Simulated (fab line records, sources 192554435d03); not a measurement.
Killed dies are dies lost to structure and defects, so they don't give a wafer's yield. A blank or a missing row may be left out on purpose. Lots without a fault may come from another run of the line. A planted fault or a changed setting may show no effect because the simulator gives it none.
A struck lot beside a sound one | flow n5_finfet | 18 steps out of a route of 1938
Sound: wafers L149.3, L149.5, L149.6. Struck: wafer L156.5. (L156.1, L156.3 of the same lot were not struck and are left out.) The cause comes at the end.
At each step with rows: each side's tool, then ch and its chambers, then its first start. Under that, the readings that differ: sound wafers | struck wafers | difference of the means | sigmas: that difference in standard deviations of wafers without a fault.
alike: readings whose means differ by less than 2 such deviations, and words and numbers that are the same on both sides. not compared: withheld readings, readings that some wafer has no value for, bounds like >300 that may hide the same value, and numbers for which the record gives no deviation and whose values overlap.
The two part at a step that has a row with sigmas, a row that says differs or no value, or rows on one side only. Numbers that don't overlap but have no deviation are shown without sigmas and don't part them. A reading that every wafer of one side lacks parts them only if that side has two wafers or more.

first, 9 steps without rows for these wafers: N5_BEOL_M5_COAT_59 (time 60 s, resist thk 60 nm); N5_BEOL_M5_COAT_60 (time 60 s, resist thk 12 nm); N5_BEOL_M5_COAT_71 (time 60 s, resist thk 5 nm); N5_BEOL_M5_COAT_05 (resist thk 30 nm); N5_BEOL_M5_EBR_07; N5_BEOL_M5_SOFTBAKE_06 (time 60 s); N5_BEOL_M5_EXPOSE_08 (exposes mask M5, target cd 28 nm); N5_BEOL_M5_PEB_09 (peb time 60 s); N5_BEOL_M5_DEVELOP_10 (develop time 30 s).
N5_BEOL_M5_CD_MEAS_11: target cd 27.74 nm.
  sound on cd_sem-02 ch 0, day 8 20:20; struck on cd_sem-01 ch 0, day 10 20:58
  alike: cd_nm
N5_BEOL_M5_OVL_MEAS_12:
  sound on overlay-01 ch 0, day 8 20:22; struck on overlay-01 ch 0, day 10 21:00
  reading     | sound          | struck | difference | sigmas
  M5_OVL (nm) | -0.3 -1.1 -0.4 | 1.1    | +1.7       | +2
N5_BEOL_M5_INSPECT_13: inspects for defects (brightfield).
  sound on defect_inspect-01, day 8 20:25; struck on defect_inspect-01, day 10 21:04
  alike: raw_defect_count
N5_BEOL_M5_DESCUM_16: chemistry O2, time 7 s.
  sound on rie_diel-02 ch 1,2, day 8 20:41; struck on rie_diel-04 ch 1, day 10 21:05
  reading                                      | sound          | struck | difference | sigmas
  drypump_motor_current_A (A)                  | 6.0 5.7 6.0    | 5.0    | -0.9       | -2
  model.CAR-EUV_of_BEOL_M5_COAT_05.thk_nm (nm) | 26.2 26.2 26.2 | 27.4   | +1.2       |
  model.BEOL_M5.cd_nm (nm)                     | 28.2 28.2 28   | 27.8   | -0.3       |
  alike: oes_product_au, rf_vpp_V, showerhead_plenum_p_Torr, throttle_valve_pct
  not compared: rf_hours_counter_h
N5_BEOL_M5_ETCH_72: etches underlayer in N2/H2, target depth 6.5 nm, time 5.2 s.
  sound on rie_diel-02 ch 1,2, day 8 20:43; struck on rie_diel-04 ch 1, day 10 21:08
  reading                     | sound          | struck | difference | sigmas
  drypump_motor_current_A (A) | 6.1 5.7 6.1    | 5.0    | -1.0       | -3
  etch_rf_on_time_s (s)       | 5.06 5.08 5.15 | 5.55   | +0.45      | +3
  alike: oes_product_au, rf_vpp_V, showerhead_plenum_p_Torr, throttle_valve_pct
  not compared: rf_hours_counter_h
N5_BEOL_M5_ETCH_61: etches SiARC in CF4, target depth 15.6 nm, time 26 s.
  sound on rie_diel-02 ch 1,2, day 8 20:44; struck on rie_diel-04 ch 1, day 10 21:08
  reading                     | sound          | struck | difference | sigmas
  drypump_motor_current_A (A) | 6.1 5.7 6.1    | 5.0    | -1.0       | -3
  etch_rf_on_time_s (s)       | 25.5 25.9 25.4 | 28.0   | +2.4       | +3
  alike: oes_product_au, rf_vpp_V, showerhead_plenum_p_Torr, throttle_valve_pct
  not compared: rf_hours_counter_h
N5_BEOL_M5_ETCH_62: etches SOC in N2/H2, target depth 75 nm, overetch 15 nm, time 112.5 s.
  sound on rie_diel-02 ch 1,2, day 8 20:46; struck on rie_diel-04 ch 1, day 10 21:10
  reading                     | sound       | struck | difference | sigmas
  drypump_motor_current_A (A) | 6.1 5.7 6.1 | 5.0    | -1.0       | -3
  model.BEOL_M5.cd_nm (nm)    | 28 28.2 28  | 27.8   | -0.3       |
  alike: oes_product_au, rf_vpp_V, showerhead_plenum_p_Torr, throttle_valve_pct
  not compared: rf_hours_counter_h
then, 2 steps without rows for these wafers: N5_BEOL_M5_STRIP_63 (strips in N2/H2); N5_PASSIVATION_PROBE_49.

WHERE THEY PART
First at N5_BEOL_M5_OVL_MEAS_12; last, within this record, at N5_BEOL_M5_ETCH_62.

WHY: what the simulator had put in
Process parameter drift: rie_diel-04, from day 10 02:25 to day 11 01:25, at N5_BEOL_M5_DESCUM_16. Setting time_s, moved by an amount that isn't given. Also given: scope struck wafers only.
